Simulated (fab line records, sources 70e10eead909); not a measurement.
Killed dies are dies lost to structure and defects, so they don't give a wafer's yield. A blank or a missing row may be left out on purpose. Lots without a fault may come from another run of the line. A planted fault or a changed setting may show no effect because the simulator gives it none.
fab line records | flow nand_harc
record lots=6 wafers=18 last_day=33
route steps=1302 shown A_DECK1_JOINT@530 END@1302
lots that met no fault: from a run of the same line without faults
start_h: hours from the record's first day to the start of the lot's first wafer shown | wait_h: hours since the lot's step before | " the same as in the row above | L1.1+2: a row that stands for several wafers | - no value, or no start given | * or withheld: withheld | < > ~ a bound
route shown NAME@n: a module of which the file shows steps, and the number in the route of the first | usual: mean/standard deviation of fault-free wafers | same: alike in all rows | chamber/n: place in a boat | sites: the reading at each site | _std_site: their standard deviation | _edge_site: outer sites' mean less inner sites' | radius_mm: how far each site lies from the wafer's centre | mask NAME#n: copy n | behind: the tool/chamber that last shaped the wafer | hold: why the lot was held/for how many hours/how that ended | device: the transistor (n, p or np) that didn't switch | end of line: the same wafers' tests at the end of the route | a step without rows: its recipe alone | killed: dies lost to structure and defects at the first sort, not the wafer's yield | map: a wafer's dies, x killed, . not, _ none there
set.NAME: the setting as run; set.NAME@STEP: as run at that earlier step | model.NAME: the simulator's own value behind a step, which no gauge read
lots at some steps of the route; a table a step, a row a wafer
services: from which hour (start_h, from the record's first day; less than 0 if before it) a tool's chamber was out of use, for how many hours, and why
## steps
# step NHARC_A_DECK1_JOINT_ETCHBACK_00
# recipe target_depth_a=300 time_s=17.4 hbr_flow_sccm=150 rf_w=350 icp_w=350 bias_w=60 chemistry=HBr
# usual drypump_motor_current_A=5.8/0.55 oes_product_au=0.998/0.012 throttle_valve_pct=23.266/0.009
# columns lot.wafer tool chamber start_h wait_h drypump_motor_current_A oes_product_au rf_hours_counter_h throttle_valve_pct
L655.2 rie_si-05 0 265.72 0.1 6.4 1.009 0.80 23.257
L655.1 " 2 " " 6.3 1.013 0.72 23.261
L655.6 " 3 " " 6.1 1.006 - 23.257
L667.3 rie_si-05 2 367.98 0.1 6.3 0.996 0.30 23.268
L667.2 " 0 " " 6.3 1.010 0.31 23.268
L667.5 " 3 " " 6.2 1.016 - 23.269
L668.2 rie_si-05 2 395.72 0.1 6.3 1.006 0.53 23.287
L668.6 " 0 " " 6.3 1.008 - 23.264
L668.5 " 1 " " 5.0 0.968 - 23.254
L674.2 rie_si-01 3 430.39 0.1 5.2 1.014 0.43 23.256
L674.3 " 0 " " 6.1 1.004 0.39 23.247
L674.4 " 2 " " 5.7 1.004 0.35 23.264
L677.3 rie_si-06 3 462.09 0.1 5.5 1.002 0.18 23.264
L677.5 " 0 " " 5.3 1.001 - 23.275
L677.6 " 1 " " 4.7 1.009 - 23.262
L678.2 rie_si-05 0 478.21 0.1 6.3 0.997 1.05 23.269
L678.3 " 1 " " 4.9 0.964 0.96 23.256
L678.5 " 0 " " 6.3 0.990 - 23.273
# step NHARC_A_DECK1_JOINT_PRECLEAN_30
# recipe time_s=* temp_c=50 bath_age_min=0 chemistry=SC1
# step NHARC_A_DECK1_JOINT_SRD_31
# step NHARC_A_DECK1_JOINT_CVD_34
# recipe target_thk_a=200 temp_c=700 pressure_mtorr=300 material=SiNx
# step NHARC_A_DECK1_JOINT_DEP_06
# recipe target_thk_a=800 temp_c=65 material=SiOx
# step NHARC_A_DECK1_JOINT_CURE_26
# recipe temp_c=150 time_s=32 pressure_atm=0.395
# step NHARC_A_DECK1_JOINT_ANNEAL_27
# recipe temp_c=400 time_s=3600 idle_temp_c=300 ramp_up_c_per_min=10 densification_p_h2o_torr=640
# step NHARC_A_DECK1_JOINT_ANNEAL_28
# recipe temp_c=500 time_s=1800 idle_temp_c=400 ramp_up_c_per_min=10 densification_p_h2o_torr=640
# step NHARC_A_DECK1_JOINT_ANNEAL_29
# recipe temp_c=750 time_s=1800 idle_temp_c=500 ramp_up_c_per_min=10 ramp_down_c_per_min=3
# step NHARC_A_DECK1_JOINT_CMP_02
# recipe material=SiOx
# usual motor_current_A=11.4/0.85
# columns lot.wafer tool chamber start_h wait_h motor_current_A
L655.2 cmp-02 0 285.46 0.4 11.1
L655.1 " 1 " " 11.1
L655.6 " 0 " " 10.8
L667.3 cmp-04 2 404.47 0.4 10.2
L667.2 " 0 " " 13.2
L667.5 " 1 " " 11.1
L668.2 cmp-01 0 415.54 0.4 12.7
L668.5 " 1 " " 11.1
L668.6 " 2 " " 12.9
L674.3 cmp-04 2 453.54 0.4 10.6
L674.2 " 3 " " 10.6
L674.4 " 0 " " 12.4
L677.3 cmp-04 0 485.56 0.4 12.7
L677.6 " 0 " " 13.6
L677.5 " 1 " " 11.6
L678.3 cmp-02 1 501.41 0.4 10.8
L678.2 " 2 " " 13.0
L678.5 " 1 " " 10.4
# step NHARC_A_DECK1_JOINT_SRD_15
# step NHARC_A_DECK1_JOINT_DEP_16
# recipe target_thk_a=450 temp_c=400 pressure_torr=6.5 rf_w=900 teos_flow_sccm=161.4 flow_sccm=2650 target_thk_nm=45 gas=O2 material=SiO2
# usual heater_power_w=586/57 mfc_precursor_sccm=161.4/0.51 susceptor_temp_C=400.02/0.21 throttle_valve_pct=15.9/0.46
# columns lot.wafer tool chamber start_h wait_h heater_power_w mfc_precursor_sccm susceptor_temp_C throttle_valve_pct
L655.1 pecvd-03 1 285.82 0.1 663 161.5 400.26 16.5
L655.2 " 0 " " 670 162.4 400.06 16.7
L655.6 " 1 " " 671 161.2 399.92 16.7
L667.2 pecvd-03 0 404.83 0.1 571 161.4 399.98 15.8
L667.3 " 1 " " 570 161.0 400.08 16.3
L667.5 " 2 " " 619 234.0 399.99 16.3
L668.2 pecvd-03 1 415.85 0.1 649 161.4 400.33 16.7
L668.6 " 1 " " 665 160.9 400.13 16.6
L668.5 " 2 " " 621 233.5 399.74 16.3
L674.2 pecvd-01 1 453.91 0.1 553 161.8 399.75 15.7
L674.3 " 0 " " 598 160.7 399.81 16.0
L674.4 " 2 " " 578 162.1 399.91 16.4
L677.3 pecvd-01 1 485.97 0.1 625 161.0 400.10 16.0
L677.5 " 0 " " 578 161.1 400.62 16.2
L677.6 " 1 " " 624 161.1 400.05 15.6
L678.2 pecvd-04 0 501.87 0.2 555 161.3 400.16 15.2
L678.3 " 1 " " 487 162.4 400.02 15.6
L678.5 " 1 " " 498 162.6 399.74 15.3
# step NHARC_A_DECK1_JOINT_THK_MEAS_17
# recipe thk_meas_gauge=ellipsometry
# usual thk_nm=45.0/1.2
# columns lot.wafer tool chamber start_h wait_h thk_nm
L655.1 film_metro-01 - 286.10 0.2 45.3
L655.2 " - " " 45.5
L655.6 " - " " 44.3
L667.2 film_metro-01 - 405.11 0.3 43.7
L667.3 " - " " 44.1
L667.5 " - " " 63.9
L668.2 film_metro-02 - 416.14 0.3 47.0
L668.5 " - " " 64.7
L668.6 " - " " 45.2
L674.2 film_metro-02 - 454.19 0.3 43.3
L674.3 " - " " 46.4
L674.4 " - " " 46.2
L677.3 film_metro-01 - 486.23 0.2 44.4
L677.5 " - " " 45.0
L677.6 " - " " 45.3
L678.2 film_metro-02 - 502.15 0.3 44.5
L678.3 " - " " 44.7
L678.5 " - " " 46.5
# step NHARC_A_DECK1_JOINT_INSPECT_05
# usual raw_defect_count=307/120
# columns lot.wafer tool chamber start_h wait_h raw_defect_count
L655.1 defect_inspect-01 - 286.14 0.0 314
L655.2 " - " " 243
L655.6 " - " " 271
L667.2 defect_inspect-02 - 405.14 0.0 212
L667.3 " - " " 171
L667.5 " - " " 303
L668.2 defect_inspect-01 - 416.17 0.0 186
L668.5 " - " " 232
L668.6 " - " " 297
L674.2 defect_inspect-01 - 454.23 0.0 343
L674.3 " - " " 271
L674.4 " - " " 344
L677.3 defect_inspect-02 - 486.26 0.0 179
L677.5 " - " " 187
L677.6 " - " " 179
L678.2 defect_inspect-02 - 502.18 0.0 209
L678.3 " - " " 452
L678.5 " - " " 535
# step NHARC_END_SORT_01
# recipe temp_c=25
# usual killed_at_array=59/17 killed_at_other=0.9/1.6 killed_at_periphery=3.7/2.3 killed_dies=64/17 killed_open=3.3/1.8 killed_short=2.4/1.6
# same gross_dies=677
# columns lot.wafer tool chamber start_h wait_h killed_at_array killed_at_other killed_at_periphery killed_dies killed_open killed_short
L667.2 prober-02 0 701.35 2.8 80 1 3 84 6 3
L667.3 prober-02 0 702.15 3.1 60 0 2 62 7 2
L667.5 prober-02 0 703.76 3.7 75 0 5 80 4 0
# killed by level:class
L667.2 A_SLIT:chamber_film_flake=30 A_CHANNEL_HOLE_D2:chamber_film_flake=15 A_CHANNEL_HOLE_D1:chamber_film_flake=9 A_CONTACT:chamber_film_flake=9 A_DECK1_JOINT:chamber_film_flake=4 A_BLC:geometric_particle:open=3 A_WL_FILL:geometric_particle:short=2 P_GATE:chamber_film_flake=2
L667.3 A_SLIT:chamber_film_flake=33 A_CHANNEL_HOLE_D2:chamber_film_flake=8 A_CHANNEL_HOLE_D1:chamber_film_flake=5 A_CHANNEL_HOLE_D1:geometric_particle:open=2 A_M0:geometric_particle:open=2 A_STAIRCASE:chamber_film_flake=2 A_CONTACT:chamber_film_flake=2 P_M0:geometric_particle:open=1
L667.5 A_SLIT:chamber_film_flake=35 A_CHANNEL_HOLE_D2:chamber_film_flake=18 A_CONTACT:chamber_film_flake=9 A_CHANNEL_HOLE_D1:chamber_film_flake=4 A_STAIRCASE:chamber_film_flake=3 P_M2:chamber_film_flake=2 A_BLC:chamber_film_flake=2 P_CONTACT:geometric_particle:open=1
## services
# columns tool chamber start_h hours kind
rie_si-06 - 249.00 9.0 pm
cmp-01 - 262.68 1.0 repair
cmp-01 - 264.80 2.6 repair
pecvd-04 - 269.20 13.0 pm
rie_si-06 3 271.14 5.5 repair
cmp-01 - 283.50 4.0 pm
rie_si-05 - 305.05 9.0 pm
cmp-04 - 307.36 4.0 pm
pecvd-01 - 311.22 13.0 pm
cmp-04 - 314.48 1.5 repair
cmp-01 - 317.09 0.9 repair
cmp-02 - 330.50 4.0 pm
cmp-02 - 335.04 0.3 repair
cmp-01 - 335.55 1.5 repair
pecvd-03 - 366.12 13.0 pm
rie_si-05 - 397.15 0.7 repair
cmp-02 - 404.90 3.1 repair
cmp-04 - 405.36 4.0 pm
cmp-02 - 408.35 1.0 repair
cmp-02 - 428.50 4.0 pm
cmp-02 - 474.50 2.5 repair
rie_si-05 - 482.05 9.0 pm
pecvd-03 0 488.58 22.9 repair
pecvd-01 - 492.22 13.0 pm
## key
first_sign step=NHARC_A_DECK1_JOINT_DEP_16 reading=mfc_precursor_sccm direction=up sigmas=99+ usual=161.4 struck=233.8
effect step=NHARC_A_DECK1_JOINT_THK_MEAS_17 reading=thk_nm direction=up sigmas=16 usual=45.0 struck=64.3
met_at NHARC_A_DECK1_JOINT_DEP_16
struck_wafers L667.5,L668.5
tester_left_out L667,L668
fault kind=process_parameter_drift tool=pecvd-03 chamber=2 onset_h=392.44 steps=NHARC_A_DECK1_JOINT_DEP_16 channel=teos_flow_sccm offset=* shape=step end_h=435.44 acts_in=* stated=*
# tester_left_out: of these lots the tester's yield and bins aren't shown, on N5 and GAA mostly nor the transistor test; their killed dies are dies lost to structure and defects alone, not to doping, threshold or leakage, so they don't give the yield
